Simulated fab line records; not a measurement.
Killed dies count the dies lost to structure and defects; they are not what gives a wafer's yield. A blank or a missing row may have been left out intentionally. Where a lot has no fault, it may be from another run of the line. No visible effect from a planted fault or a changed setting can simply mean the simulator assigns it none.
fab line records	flow nandHarc
record lots=24	wafers=72	lastDay=33
route steps=1302 shown A_WL_FILL@968 A_CONTACT@986
lots that met no fault: taken from a fault-free run of the same line
startH: start of the lot's first displayed wafer, in hours after the record's first day	waitH: hours from the lot's prior step to this one	" identical to the entry in the row above	L1.1+2: a row that stands for several wafers	- no value present, or no start provided	* or withheld: withheld	< > ~ a bound
route shown NAME@n: names a module that has steps shown in the file, with the first one's number in the route	usual: the fault-free wafers' mean and standard deviation	same: alike in all rows	chamber/n: place in a boat	sites: per-site readings	_std_site: the values' standard deviation	_edge_site: mean of outer sites minus mean of inner sites	radiusMm: for every site, how far away it sits from the centre of the wafer	mask NAME#n: copy n	behind: the most recent tool/chamber to have shaped the wafer	hold: cause of the lot's hold/its duration in hours/its outcome	device: which transistor (n, p or np) failed to switch	end of line: the tests these same wafers got at the end of their route	a step given without rows: its recipe and nothing more	killed: count of dies lost to structure and defects at first sort (not the wafer's yield)	map: shows each die of a wafer: x if killed, . if not, _ if none is there
set.NAME: the setting as run; set.NAME@STEP: as run at that earlier step	model.NAME: the simulator's own value behind a step, which no gauge read
steps of the route over a sample of lots; a table a step, a row a wafer
services: the hour from which a tool's chamber was out of use, counted from the record's first day as startH (under 0 if before that day), plus the number of hours and why
## steps
# step NHARC_A_WL_FILL_ETCHBACK_17
# recipe targetDepthA=40	timeS=26.7	chemistry=Cl2/BCl3
# usual drypumpMotorCurrentA=5.7/0.51	oesProductAu=0.996/0.017
lot.wafer	tool	chamber	startH	waitH	drypumpMotorCurrentA	oesProductAu	rfHoursCounterH
L074.1	rieMetal-02	0	466.71	-	6.6	1.019	0
L074.5	"	0	"	"	6.6	1.017	-
L074.6	"	0	"	"	6.6	1.015	-
L075.1	rieMetal-01	0	481.86	-	5.7	0.982	1.3
L075.2	"	1	"	"	5.6	0.996	1.3
L075.5	"	1	"	"	5.7	1.003	-
L076.1	rieMetal-03	1	493.00	-	5.1	1.014	2.7
L076.3	"	0	"	"	5.1	0.998	-
L076.5	"	1	"	"	5.1	1.019	-
L078.1	rieMetal-02	0	499.47	-	6.6	1.004	0.6
L078.2	"	1	"	"	5.7	0.987	0.4
L078.4	"	0	"	"	6.6	1.007	-
L077.2	rieMetal-02	0	517.55	-	6.6	1.008	0.6
L077.1	"	1	"	"	5.7	0.981	0.5
L077.6	"	1	"	"	5.7	0.981	-
L080.2	rieMetal-03	0	531.50	-	5.1	1.020	0
L080.4	"	0	"	"	5.1	1.006	-
L080.5	"	0	"	"	5.1	1.020	-
L079.2	rieMetal-03	1	538.21	-	5.1	0.982	0.1
L079.4	"	0	"	"	5.1	1.011	-
L079.3	"	1	"	"	5.2	0.982	-
L081.4	rieMetal-01	1	547.13	-	5.7	0.992	-
L081.3	"	0	"	"	5.7	0.994	-
L081.6	"	0	"	"	5.7	1.000	-
L082.2	rieMetal-03	0	556.35	-	5.1	1.018	0.3
L082.5	"	0	"	"	5.1	1.017	-
L082.6	"	1	"	"	5.1	0.993	-
L084.1	rieMetal-01	0	569.02	-	5.7	0.984	3.1
L084.4	"	1	"	"	5.7	0.999	-
L084.6	"	1	"	"	5.6	0.998	-
L083.1	rieMetal-02	1	574.54	-	5.7	0.982	1.9
L083.5	"	1	"	"	5.7	0.995	-
L083.6	"	0	"	"	6.6	1.000	-
L086.2	rieMetal-01	1	585.35	-	5.6	1.003	0
L086.1	"	0	"	"	5.7	0.973	0
L086.3	"	0	"	"	5.7	0.972	-
L085.2	rieMetal-03	0	585.99	-	5.1	1.036	0.9
L085.3	"	1	"	"	5.2	0.990	-
L085.5	"	1	"	"	5.1	0.984	-
L088.1	rieMetal-03	0	611.23	-	5.1	1.021	1.2
L088.3	"	1	"	"	5.2	0.994	-
L088.6	"	1	"	"	5.2	0.994	-
L089.1	rieMetal-02	0	611.29	-	6.6	0.999	2.8
L089.4	"	0	"	"	6.6	1.002	-
L089.6	"	1	"	"	5.7	0.992	-
L087.3	rieMetal-01	0	614.21	-	5.7	0.957	-
L087.4	"	1	"	"	5.6	0.974	-
L087.6	"	1	"	"	5.7	0.988	-
L090.1	rieMetal-02	0	625.62	-	6.6	1.001	3.0
L090.3	"	1	"	"	5.7	0.990	-
L090.6	"	1	"	"	5.7	0.997	-
L091.1	rieMetal-01	1	625.62	-	5.6	0.971	0.8
L091.5	"	1	"	"	5.6	0.971	-
L091.6	"	0	"	"	5.7	0.963	-
L093.2	rieMetal-01	0	672.89	-	5.7	0.971	1.3
L093.3	"	0	"	"	5.7	0.964	-
L093.6	"	1	"	"	5.7	0.991	-
L092.1	rieMetal-03	1	672.95	-	5.1	1.009	2.4
L092.3	"	0	"	"	5.1	1.020	-
L092.4	"	1	"	"	5.1	0.999	-
L094.4	rieMetal-01	0	678.94	-	5.7	0.965	-
L094.3	"	1	"	"	5.7	0.993	-
L094.6	"	0	"	"	5.8	0.968	-
L095.2	rieMetal-02	0	684.86	-	6.6	0.997	0.9
L095.3	"	0	"	"	6.6	1.000	-
L095.6	"	1	"	"	5.7	0.989	-
L096.4	rieMetal-03	1	692.95	-	5.1	1.016	-
L096.3	"	0	"	"	5.1	1.015	-
L096.6	"	1	"	"	5.2	1.016	-
L097.1	rieMetal-01	0	701.41	-	5.8	0.980	1.9
L097.3	"	0	"	"	5.8	0.969	-
L097.6	"	1	"	"	5.6	1.000	-
# step NHARC_A_CONTACT_DEP_29
# recipe targetThkA=1000	targetThkNm=100	tempC=400	pressureTorr=3.5	flowSccm=200	rfW=350	material=SiON
# usual heaterPowerW=712/82
lot.wafer	tool	chamber	startH	waitH	heaterPowerW	sinceWetCleanH
L074.1	pecvd-03	1	478.80	3.7	655	100
L074.6	"	0	"	"	819	-
L074.5	"	1	"	"	664	-
L075.2	pecvd-02	0	500.06	2.8	742	79
L075.1	"	1	"	"	832	79
L075.5	"	0	"	"	735	-
L076.1	pecvd-03	1	505.02	3.5	555	126
L076.3	"	0	"	"	849	126
L076.5	"	1	"	"	564	-
L078.1	pecvd-02	0	510.74	3.5	638	89
L078.2	"	2	"	"	707	90
L078.4	"	2	"	"	702	-
L077.1	pecvd-01	0	529.58	3.6	607	25
L077.2	"	1	"	"	723	25
L077.6	"	1	"	"	745	-
L080.2	pecvd-01	1	542.76	2.8	751	38
L080.5	"	2	"	"	778	-
L080.4	"	0	"	"	706	-
L079.2	pecvd-01	1	549.51	2.9	762	45
L079.3	"	2	"	"	723	45
L079.4	"	0	"	"	636	-
L081.3	pecvd-01	0	558.42	2.1	603	53
L081.6	"	1	"	"	724	-
L081.4	"	2	"	"	678	-
L082.2	pecvd-01	2	568.70	2.9	763	64
L082.5	"	1	"	"	733	-
L082.6	"	2	"	"	768	-
L084.1	pecvd-03	0	581.29	3.6	867	21
L084.6	"	0	"	"	862	-
L084.4	"	1	"	"	538	-
L083.1	pecvd-02	1	589.11	3.5	819	168
L083.5	"	1	"	"	835	-
L083.6	"	0	"	"	714	-
L086.3	pecvd-03	0	596.60	2.1	859	36
L086.1	"	1	"	"	626	36
L086.2	"	2	"	"	723	36
L085.2	pecvd-01	0	596.96	2.8	711	92
L085.3	"	1	"	"	694	92
L085.5	"	2	"	"	733	-
L089.1	pecvd-03	2	623.11	3.5	753	63
L089.4	"	2	"	"	780	-
L089.6	"	0	"	"	797	-
L088.1	pecvd-01	1	623.18	3.6	635	118
L088.3	"	2	"	"	660	118
L088.6	"	0	"	"	667	-
L087.3	pecvd-01	2	627.36	2.2	726	122
L087.4	"	1	"	"	704	-
L087.6	"	2	"	"	732	-
L090.3	pecvd-02	2	640.58	2.1	666	38
L090.1	"	0	"	"	610	38
L090.6	"	0	"	"	645	-
L091.1	pecvd-01	0	640.70	3.6	624	136
L091.6	"	2	"	"	657	-
L091.5	"	1	"	"	735	-
L092.3	pecvd-03	2	684.11	2.1	893	124
L092.1	"	0	"	"	865	124
L092.4	"	0	"	"	857	-
L093.2	pecvd-02	2	684.22	2.9	691	82
L093.3	"	0	"	"	673	82
L093.6	"	1	"	"	738	-
L094.3	pecvd-01	2	690.84	2.2	751	5
L094.6	"	2	"	"	741	-
L094.4	"	0	"	"	647	-
L095.2	pecvd-01	0	696.16	2.8	595	10
L095.3	"	2	"	"	715	10
L095.6	"	0	"	"	596	-
L096.3	pecvd-02	1	705.37	2.2	770	103
L096.4	"	2	"	"	634	-
L096.6	"	0	"	"	684	-
L097.1	pecvd-03	2	716.39	3.6	902	156
L097.3	"	0	"	"	900	156
L097.6	"	0	"	"	906	-
# step NHARC_A_CONTACT_OVL_MEAS_43
# usual overlayXNm=-0.1/0.73	overlayYNm=0.0/0.77
lot.wafer	tool	chamber	startH	waitH	overlayXNm	overlayYNm
L074.1	overlay-02	-	479.45	-	0.1	-0.4
L074.5	"	-	"	"	0.1	-0.6
L074.6	"	-	"	"	0.0	-0.5
L075.1	overlay-02	-	500.74	-	-1.3	-1.4
L075.2	"	-	"	"	-1.1	-1.1
L075.5	"	-	"	"	-0.5	-0.8
L076.1	overlay-02	-	505.71	-	0.9	-0.7
L076.3	"	-	"	"	0.8	-0.1
L076.5	"	-	"	"	0.9	-0.5
L078.1	overlay-01	-	511.55	-	-0.1	0.8
L078.2	"	-	"	"	0.2	0.9
L078.4	"	-	"	"	-0.1	0.6
L077.1	overlay-02	-	530.36	-	-1.7	0.0
L077.2	"	-	"	"	-1.7	-0.5
L077.6	"	-	"	"	-1.9	-0.4
L080.2	overlay-01	-	543.59	-	0.6	-0.2
L080.4	"	-	"	"	0.9	0.1
L080.5	"	-	"	"	0.7	-0.1
L079.2	overlay-01	-	550.30	-	-1.1	-0.9
L079.3	"	-	"	"	-0.3	-0.8
L079.4	"	-	"	"	-0.3	-1.5
L081.3	overlay-01	-	559.11	-	0.3	-0.9
L081.4	"	-	"	"	0.0	-0.1
L081.6	"	-	"	"	0.4	-0.5
L082.2	overlay-02	-	569.33	-	-1.3	0.6
L082.5	"	-	"	"	-0.9	0.7
L082.6	"	-	"	"	-1.6	1.0
L084.1	overlay-01	-	581.95	-	0.1	0.0
L084.4	"	-	"	"	0.1	-0.2
L084.6	"	-	"	"	0.0	-0.4
L083.1	overlay-01	-	589.92	-	-0.1	0.4
L083.5	"	-	"	"	-0.2	0.1
L083.6	"	-	"	"	-0.7	0.7
L086.1	overlay-01	-	597.41	-	0.5	-0.4
L086.2	"	-	"	"	0.0	-0.6
L086.3	"	-	"	"	-0.2	-0.2
L085.2	overlay-02	-	597.77	-	-0.5	1.4
L085.3	"	-	"	"	-1.3	1.2
L085.5	"	-	"	"	0.2	1.5
L089.1	overlay-02	-	623.92	-	0.0	-0.8
L089.4	"	-	"	"	-0.1	-0.9
L089.6	"	-	"	"	0.2	-1.2
L088.1	overlay-01	-	624.07	-	0.0	-0.7
L088.3	"	-	"	"	0.0	-1.0
L088.6	"	-	"	"	-0.1	-0.2
L087.3	overlay-02	-	628.02	-	-0.1	0.4
L087.4	"	-	"	"	0.1	1.0
L087.6	"	-	"	"	0.5	0.2
L090.1	overlay-01	-	641.26	-	-0.8	0.0
L090.3	"	-	"	"	-0.7	0.3
L090.6	"	-	"	"	-0.6	0.0
L091.1	overlay-02	-	641.48	-	0.3	0.7
L091.5	"	-	"	"	0.5	0.4
L091.6	"	-	"	"	0.6	0.5
L092.1	overlay-01	-	684.80	-	0.4	-1.1
L092.3	"	-	"	"	0.1	-0.4
L092.4	"	-	"	"	0.4	-1.2
L093.2	overlay-02	-	685.00	-	0.3	1.0
L093.3	"	-	"	"	-0.5	0.4
L093.6	"	-	"	"	0.0	0.3
L094.3	overlay-02	-	691.65	-	-1.5	0.5
L094.4	"	-	"	"	-1.3	0.5
L094.6	"	-	"	"	-1.2	0.6
L095.2	overlay-02	-	696.88	-	0.5	0.0
L095.3	"	-	"	"	0.3	0.4
L095.6	"	-	"	"	0.5	-0.1
L096.3	overlay-02	-	706.00	-	-0.5	1.5
L096.4	"	-	"	"	0.3	1.9
L096.6	"	-	"	"	0.3	1.5
L097.1	overlay-02	-	717.07	-	0.1	-0.7
L097.3	"	-	"	"	1.5	-0.2
L097.6	"	-	"	"	0.9	-1.0
# step NHARC_A_CONTACT_ETCH_48
# recipe targetDepthA=390	overEtchFrac=0.3	timeS=65	ionEnergyEv=80	cf4FlowSccm=150	arFlowSccm=0	rfW=300	biasW=100	chemistry=CF4
# usual drypumpMotorCurrentA=5.7/0.32	oesProductAu=0.998/0.016	rfVppV=151.4/1.5	showerheadPlenumPTorr=1.78/0.1	throttleValvePct=13.284/0.0096
lot.wafer	tool	chamber	startH	waitH	drypumpMotorCurrentA	oesProductAu	rfHoursCounterH	rfVppV	showerheadPlenumPTorr	throttleValvePct
L074.1	rieDiel-05	2	479.65	0.1	5.5	1.031	19	151.2	1.73	13.290
L074.6	"	0	"	"	5.8	0.997	-	150.5	1.79	13.273
L074.5	"	1	"	"	5.1	1.004	-	150.9	1.72	13.285
L075.2	rieDiel-05	0	500.93	0.1	5.8	1.004	28	151.7	1.79	13.288
L075.1	"	2	"	"	5.5	1.020	25	151.0	1.73	13.290
L075.5	"	3	"	"	5.7	0.979	-	152.0	1.88	13.279
L076.1	rieDiel-12	1	505.90	0.1	6.0	1.000	10	149.7	1.64	13.273
L076.3	"	0	"	"	5.6	1.008	8	153.4	1.91	13.286
L076.5	"	1	"	"	6.1	0.993	-	149.5	1.64	13.288
L078.4	rieDiel-12	1	511.74	0.1	6.0	1.006	11	149.0	1.64	13.282
L078.1	"	2	"	"	5.9	0.976	11	151.3	1.65	13.284
L078.2	"	3	"	"	5.4	1.012	12	153.4	1.85	13.287
L077.1	rieDiel-10	1	530.55	0.1	5.2	0.992	30	152.0	1.82	13.295
L077.2	"	0	"	"	6.1	1.003	37	150.4	1.65	13.298
L077.6	"	2	"	"	5.5	1.016	-	148.3	1.64	13.268
L080.4	rieDiel-12	2	543.78	0.1	5.9	0.980	16	151.1	1.65	13.268
L080.2	"	3	"	"	5.4	1.033	19	153.3	1.85	13.281
L080.5	"	2	"	"	5.9	0.974	-	150.3	1.65	13.272
L079.2	rieDiel-10	3	550.48	0.1	6.1	0.997	46	150.7	1.75	13.294
L079.3	"	0	"	"	6.1	0.979	46	148.8	1.64	13.272
L079.4	"	1	"	"	5.2	0.989	38	151.3	1.81	13.265
L081.4	rieDiel-10	0	559.30	0.1	6.1	0.988	49	150.1	1.64	13.287
L081.3	"	1	"	"	5.2	0.993	40	151.6	1.81	13.298
L081.6	"	3	"	"	6.1	0.989	-	152.4	1.75	13.274
L082.2	rieDiel-12	0	569.53	0.1	5.5	1.001	19	151.2	1.90	13.286
L082.6	"	1	"	"	6.1	0.992	-	149.0	1.64	13.277
L082.5	"	2	"	"	5.9	0.984	-	150.4	1.65	13.280
L084.4	rieDiel-12	0	582.14	0.1	5.6	1.010	21	154.0	1.90	13.307
L084.1	"	1	"	"	6.0	1.005	22	149.6	1.64	13.279
L084.6	"	3	"	"	5.5	1.025	-	152.7	1.85	13.273
L083.1	rieDiel-12	0	590.12	0.1	5.6	1.005	22	153.3	1.90	13.268
L083.5	"	2	"	"	5.9	0.995	-	150.5	1.65	13.300
L083.6	"	3	"	"	5.4	1.033	-	152.3	1.85	13.297
L086.2	rieDiel-12	1	597.59	0.1	6.1	0.998	26	149.5	1.64	13.278
L086.3	"	2	"	"	5.9	0.986	27	150.2	1.65	13.287
L086.1	"	3	"	"	5.4	1.024	27	151.7	1.84	13.291
L085.2	rieDiel-05	0	598.09	0.2	5.8	1.004	0	151.2	1.78	13.299
L085.3	"	1	"	"	5.1	0.985	0	150.1	1.71	13.293
L085.5	"	2	"	"	5.5	1.025	-	149.4	1.72	13.286
L089.4	rieDiel-10	0	624.12	0.1	6.1	0.972	7	153.8	1.91	13.286
L089.1	"	3	"	"	6.0	1.005	6	150.4	1.74	13.286
L089.6	"	0	"	"	6.1	0.970	-	152.6	1.91	13.285
L088.3	rieDiel-10	1	624.44	0.2	5.2	1.008	7	152.3	1.81	13.285
L088.1	"	3	"	"	6.0	1.007	6	150.7	1.74	13.285
L088.6	"	1	"	"	5.2	0.995	-	150.7	1.81	13.281
L087.3	rieDiel-10	3	628.20	0.1	6.1	0.987	8	151.2	1.74	13.289
L087.4	"	0	"	"	6.1	0.966	9	150.9	1.91	13.275
L087.6	"	3	"	"	6.1	1.005	-	149.8	1.74	13.286
L090.3	rieDiel-12	1	641.46	0.1	6.0	0.959	1	154.1	1.91	13.262
L090.1	"	3	"	"	5.4	1.020	1	152.7	1.84	13.277
L090.6	"	0	"	"	5.5	0.998	-	152.7	1.90	13.282
L091.1	rieDiel-05	3	641.70	0.1	5.6	0.982	19	152.4	1.87	13.268
L091.6	"	1	"	"	5.1	0.977	-	149.4	1.70	13.289
L091.5	"	2	"	"	5.5	1.008	-	150.2	1.72	13.274
L092.1	rieDiel-12	0	684.98	0.1	5.5	1.002	6	151.9	1.90	13.288
L092.3	"	2	"	"	5.9	0.989	4	150.2	1.64	13.279
L092.4	"	3	"	"	5.4	1.014	6	150.9	1.84	13.286
L093.2	rieDiel-10	3	685.18	0.1	6.1	1.005	29	152.1	1.74	13.269
L093.3	"	0	"	"	6.1	0.986	29	153.5	1.90	13.281
L093.6	"	3	"	"	6.1	1.008	-	150.7	1.74	13.272
L094.4	rieDiel-12	1	691.83	0.1	6.0	0.980	8	153.2	1.91	13.285
L094.3	"	3	"	"	5.4	1.013	7	154.0	1.84	13.274
L094.6	"	1	"	"	6.0	0.988	-	152.9	1.91	13.280
L095.3	rieDiel-10	2	697.11	0.1	5.5	0.999	36	153.1	1.90	13.284
L095.2	"	1	"	"	5.2	0.986	40	152.4	1.80	13.274
L095.6	"	3	"	"	6.1	0.998	-	150.8	1.74	13.294
L096.3	rieDiel-05	1	706.19	0.1	5.1	0.985	37	149.7	1.70	13.277
L096.4	"	2	"	"	5.5	1.025	35	148.7	1.71	13.302
L096.6	"	1	"	"	5.1	0.986	-	149.3	1.70	13.283
L097.1	rieDiel-10	1	717.26	0.1	5.2	0.991	41	150.5	1.80	13.282
L097.3	"	3	"	"	6.1	0.992	44	152.7	1.73	13.275
L097.6	"	2	"	"	5.5	1.005	-	153.7	1.90	13.280
# step NHARC_A_CONTACT_ETCH_113
# recipe sourceW=withheld	pressureMtorr=20	biasV=3000	timeS=190	targetDepthA=18500	arFlowSccm=withheld	c4f8FlowSccm=withheld	o2FlowSccm=withheld	chemistry=C4F8/O2/Ar
lot.wafer	tool	chamber	startH	waitH	rfHoursCounterH
L074.1	harCapEtch-02	0	481.78	0.1	81
L074.6	"	1	"	"	-
L074.5	"	0	"	"	-
L075.2	harCapEtch-03	0	503.04	0.1	40
L075.1	"	1	"	"	40
L075.5	"	0	"	"	-
L076.1	harCapEtch-02	1	508.03	0.1	88
L076.3	"	0	"	"	-
L076.5	"	1	"	"	-
L078.1	harCapEtch-02	1	513.83	0.1	91
L078.2	"	0	"	"	91
L078.4	"	0	"	"	-
L077.1	harCapEtch-03	0	532.79	0.1	47
L077.2	"	1	"	"	47
L077.6	"	1	"	"	-
L080.2	harCapEtch-02	1	546.06	0.2	96
L080.4	"	0	"	"	-
L080.5	"	1	"	"	-
L079.2	harCapEtch-01	1	552.62	0.1	5
L079.3	"	0	"	"	-
L079.4	"	1	"	"	-
L081.4	harCapEtch-01	1	561.47	0.1	-
L081.3	"	0	"	"	-
L081.6	"	0	"	"	-
L082.2	harCapEtch-03	1	571.63	0.1	50
L082.5	"	1	"	"	-
L082.6	"	0	"	"	-
L084.1	harCapEtch-01	0	584.26	0.1	13
L084.4	"	0	"	"	-
L084.6	"	0	"	"	-
L083.1	harCapEtch-03	1	592.49	0.1	54
L083.5	"	1	"	"	-
L083.6	"	0	"	"	-
L086.1	harCapEtch-02	0	599.72	0.1	106
L086.2	"	1	"	"	106
L086.3	"	1	"	"	-
L085.2	harCapEtch-03	1	600.21	0.1	57
L085.3	"	0	"	"	-
L085.5	"	1	"	"	-
L089.1	harCapEtch-02	1	626.48	0.1	111
L089.4	"	0	"	"	-
L089.6	"	1	"	"	-
L088.1	harCapEtch-03	1	627.35	0.1	62
L088.3	"	1	"	"	-
L088.6	"	1	"	"	-
L087.3	harCapEtch-01	0	631.30	0.1	-
L087.4	"	1	"	"	-
L087.6	"	0	"	"	-
L091.1	harCapEtch-01	0	643.94	0.1	24
L091.5	"	1	"	"	-
L091.6	"	0	"	"	-
L090.1	harCapEtch-02	1	643.97	0.1	115
L090.3	"	1	"	"	-
L090.6	"	1	"	"	-
L092.1	harCapEtch-02	0	687.24	0.2	120
L092.3	"	1	"	"	-
L092.4	"	0	"	"	-
L093.2	harCapEtch-01	0	687.29	0.1	30
L093.3	"	1	"	"	-
L093.6	"	0	"	"	-
L094.4	harCapEtch-03	1	694.00	0.1	-
L094.3	"	0	"	"	-
L094.6	"	0	"	"	-
L095.2	harCapEtch-01	1	699.38	0.1	34
L095.3	"	0	"	"	-
L095.6	"	0	"	"	-
L096.4	harCapEtch-01	1	708.37	0.1	-
L096.3	"	0	"	"	-
L096.6	"	0	"	"	-
L097.1	harCapEtch-03	0	719.67	0.2	78
L097.3	"	1	"	"	-
L097.6	"	0	"	"	-
# step NHARC_A_CONTACT_ETCH_123
# recipe sourceW=withheld	pressureMtorr=20	biasV=400	timeS=490	targetDepthA=21100	arFlowSccm=withheld	c4f8FlowSccm=11.5	o2FlowSccm=7.2	chemistry=C4F8/O2/Ar
lot.wafer	tool	chamber	startH	waitH	rfHoursCounterH
L074.1	harCapEtch-02	0	483.55	0.2	82
L074.6	"	1	"	"	-
L074.5	"	0	"	"	-
L075.2	harCapEtch-03	0	504.73	0.1	41
L075.1	"	1	"	"	41
L075.5	"	0	"	"	-
L076.1	harCapEtch-02	1	509.80	0.2	90
L076.3	"	0	"	"	-
L076.5	"	1	"	"	-
L078.1	harCapEtch-02	1	515.54	0.1	92
L078.2	"	0	"	"	92
L078.4	"	0	"	"	-
L077.1	harCapEtch-03	0	534.50	0.1	48
L077.2	"	1	"	"	48
L077.6	"	1	"	"	-
L080.2	harCapEtch-02	1	548.42	0.3	98
L080.4	"	0	"	"	-
L080.5	"	1	"	"	-
L079.2	harCapEtch-01	1	554.40	0.2	7
L079.3	"	0	"	"	-
L079.4	"	1	"	"	-
L081.4	harCapEtch-01	1	563.30	0.3	-
L081.3	"	0	"	"	-
L081.6	"	0	"	"	-
L082.2	harCapEtch-03	1	573.34	0.1	52
L082.5	"	1	"	"	-
L082.6	"	0	"	"	-
L084.1	harCapEtch-01	0	586.03	0.2	14
L084.4	"	0	"	"	-
L084.6	"	0	"	"	-
L083.1	harCapEtch-03	1	594.20	0.1	56
L083.5	"	1	"	"	-
L083.6	"	0	"	"	-
L086.1	harCapEtch-02	0	601.44	0.1	108
L086.2	"	1	"	"	108
L086.3	"	1	"	"	-
L085.2	harCapEtch-03	1	601.98	0.2	58
L085.3	"	0	"	"	-
L085.5	"	1	"	"	-
L089.1	harCapEtch-02	1	628.19	0.1	113
L089.4	"	0	"	"	-
L089.6	"	1	"	"	-
L088.1	harCapEtch-03	1	629.12	0.2	64
L088.3	"	1	"	"	-
L088.6	"	1	"	"	-
L087.3	harCapEtch-01	0	633.13	0.3	-
L087.4	"	1	"	"	-
L087.6	"	0	"	"	-
L091.1	harCapEtch-01	0	645.71	0.2	25
L091.5	"	1	"	"	-
L091.6	"	0	"	"	-
L090.1	harCapEtch-02	1	645.73	0.2	117
L090.3	"	1	"	"	-
L090.6	"	1	"	"	-
L093.2	harCapEtch-01	0	689.00	0.1	32
L093.3	"	1	"	"	-
L093.6	"	0	"	"	-
L092.1	harCapEtch-02	0	689.60	0.3	122
L092.3	"	1	"	"	-
L092.4	"	0	"	"	-
L094.4	harCapEtch-03	1	695.83	0.3	-
L094.3	"	0	"	"	-
L094.6	"	0	"	"	-
L095.2	harCapEtch-01	1	701.14	0.2	36
L095.3	"	0	"	"	-
L095.6	"	0	"	"	-
L096.4	harCapEtch-01	1	710.19	0.3	-
L096.3	"	0	"	"	-
L096.6	"	0	"	"	-
L097.1	harCapEtch-03	0	722.02	0.3	80
L097.3	"	1	"	"	-
L097.6	"	0	"	"	-
## services
tool	chamber	startH	hours	kind
rieDiel-12	-	445.40	9.0	pm
rieMetal-03	1	459.18	4.5	repair
rieDiel-12	0	467.53	6.4	repair
rieDiel-12	2	471.53	4.4	repair
rieMetal-03	-	474.72	0.6	repair
rieDiel-12	0	479.83	3.0	repair
rieDiel-10	1	482.68	6.5	repair
pecvd-01	-	492.00	13.0	pm
harCapEtch-01	-	497.00	17.0	pm
rieMetal-03	-	501.75	1.2	repair
rieMetal-03	1	516.29	5.0	repair
rieDiel-10	2	543.91	4.8	repair
harCapEtch-03	-	556.03	13.1	repair
rieMetal-01	-	575.00	9.0	pm
rieDiel-10	-	598.86	9.0	pm
rieDiel-12	-	622.40	9.0	pm
rieDiel-12	2	632.62	14.1	repair
rieDiel-10	0	635.75	1.2	repair
pecvd-01	-	649.01	1.3	repair
pecvd-01	0	658.12	9.8	repair
pecvd-01	-	673.22	13.0	pm
harCapEtch-02	-	690.62	11.0	repair
rieDiel-10	1	698.98	18.1	repair
rieMetal-01	1	715.91	5.6	repair
## key
fault none
